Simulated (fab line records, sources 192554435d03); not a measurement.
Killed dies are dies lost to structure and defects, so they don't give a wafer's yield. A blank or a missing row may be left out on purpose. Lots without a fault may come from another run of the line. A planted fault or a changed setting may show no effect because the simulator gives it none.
Split-lot experiment | flow n5_finfet | 7 lots, 39 wafers read, on a route of 1938 steps

THE SPLIT
At N5_WELL_APT_EXPOSE_22 (exposes mask PWELL, defocus 0 nm, target cd 200 nm), the setting dose_mj was moved away from the recipe's 23.2 on 15 of the 39 wafers read, by -7.1% to +5.4%. The other wafers ran this setting at the recipe's value.

FROM THE SPLIT TO THE READING: what the file shows between them, 3 steps
- N5_WELL_APT_PEB_23: peb time 90 s
- N5_WELL_APT_DEVELOP_24: develop time 45 s
- N5_WELL_APT_HARDBAKE_29: time 120 s

THE READING
cd_nm, in nm, at N5_WELL_APT_CD_MEAS_25 (target cd 200 nm). Fault-free wafers of this fab line usually give 200.7 nm, standard deviation 1.8 nm.

wafer  | tool, chamber at the split | dose_mj as run | against the recipe | cd_nm, nm | against lot-mates on the recipe
L077.1 | krf_scanner-01, 0          | 22.11          | -4.7%              | 192.7     | -8.9
L077.2 | krf_scanner-01, 0          | 22.11          | -4.7%              | 194.3     | -7.3
L077.3 | krf_scanner-01, 0          | 23.2           | recipe             | 204.5     | -
L077.4 | krf_scanner-01, 0          | 23.2           | recipe             | 198.5     | -
L077.5 | krf_scanner-01, 0          | 22.11          | -4.7%              | 193.4     | -8.2
L077.6 | krf_scanner-01, 0          | 23.2           | recipe             | 201.7     | -
L083.1 | krf_scanner-02, 0          | 23.2           | recipe             | 198.5     | -
L083.2 | krf_scanner-02, 0          | 22.32          | -3.8%              | 192.8     | -5.6
L083.3 | krf_scanner-02, 0          | 23.2           | recipe             | 198.2     | -
L083.4 | krf_scanner-02, 0          | 23.2           | recipe             | 198.6     | -
L083.5 | krf_scanner-02, 0          | 22.32          | -3.8%              | 193.2     | -5.2
L083.6 | krf_scanner-02, 0          | 22.32          | -3.8%              | 191.1     | -7.3
L085.1 | krf_scanner-02, 0          | 21.55          | -7.1%              | 186.4     | -14.6
L085.2 | krf_scanner-02, 0          | 23.2           | recipe             | 200.4     | -
L085.3 | krf_scanner-02, 0          | 21.55          | -7.1%              | 187.9     | -13.1
L085.4 | krf_scanner-02, 0          | 23.2           | recipe             | 200.8     | -
L085.5 | krf_scanner-02, 0          | 21.55          | -7.1%              | 184.0     | -17.0
L085.6 | krf_scanner-02, 0          | 23.2           | recipe             | 201.7     | -
L089.1 | krf_scanner-02, 0          | 23.2           | recipe             | 199.4     | -
L089.2 | krf_scanner-02, 0          | 24.46          | +5.4%              | 212.1     | +11.5
L089.3 | krf_scanner-02, 0          | 24.46          | +5.4%              | 212.1     | +11.5
L089.4 | krf_scanner-02, 0          | 23.2           | recipe             | 202.2     | -
L089.5 | krf_scanner-02, 0          | 24.46          | +5.4%              | 211.0     | +10.4
L089.6 | krf_scanner-02, 0          | 23.2           | recipe             | 200.2     | -
L091.1 | krf_scanner-01, 0          | 23.2           | recipe             | 198.2     | -
L091.2 | krf_scanner-01, 0          | 21.55          | -7.1%              | 187.3     | -14.3
L091.3 | krf_scanner-01, 0          | 21.55          | -7.1%              | 188.5     | -13.1
L091.4 | krf_scanner-01, 0          | 23.2           | recipe             | 202.5     | -
L091.5 | krf_scanner-01, 0          | 21.55          | -7.1%              | 187.2     | -14.4
L091.6 | krf_scanner-01, 0          | 23.2           | recipe             | 204.2     | -
L093.1 | krf_scanner-02, 0          | 23.2           | recipe             | 201.6     | -
L093.2 | krf_scanner-02, 0          | 23.2           | recipe             | 202.5     | -
L093.3 | krf_scanner-02, 0          | 23.2           | recipe             | 200.7     | -
L093.4 | krf_scanner-02, 0          | 23.2           | recipe             | 200.3     | -
L093.5 | krf_scanner-02, 0          | 23.2           | recipe             | 202.8     | -
L093.6 | krf_scanner-02, 0          | 23.2           | recipe             | 202.0     | -
L096.1 | krf_scanner-02, 0          | 23.2           | recipe             | 201.6     | -
L096.5 | krf_scanner-02, 0          | 23.2           | recipe             | 200.4     | -
L096.6 | krf_scanner-02, 0          | 23.2           | recipe             | 201.9     | -

THE FIT
A straight line over all 39 wafers: cd_nm changes by +1.96 nm for each +1% of dose_mj; r = +0.97; the points scatter about the line by 1.7 nm.
The same after taking each lot's own level away (the mean of its wafers on the recipe; 39 wafers): +1.97 nm for each +1%; r = +0.98; scatter 1.4 nm.
On that fit, the largest move of dose_mj shifts the reading by 14 nm.
The lots' own levels span 198.43 to 201.65 nm, that is 1.8 times the standard deviation above.
So the lot-to-lot level changes the slope little: the two slopes agree.
Check: with one of the wafers moved furthest among these (-7.1%) left out of the fit, the line predicts -13.8 nm for it against its lot-mates. It came out at -14.6 nm against them.

THE WHOLE CHAIN: every reading that the file lists as answering this split, in the file's order
step                   | what it does             | reading                                                         | change (the file's fit)              | r (the file's)
N5_WELL_APT_CD_MEAS_25 | target cd 200 nm         | cd_nm                                                           | +1.96 nm for each +1% of the setting | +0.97
N5_WELL_APT_DESCUM_30  | chemistry O2, time 7.9 s | WELL_APT.cd_nm (the simulator's own value, which no gauge read) | +1.96 nm for each +1% of the setting | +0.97

THE FILE'S OWN FIT
cd_nm changes by +1.96 nm for each +1% of dose_mj, r = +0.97.
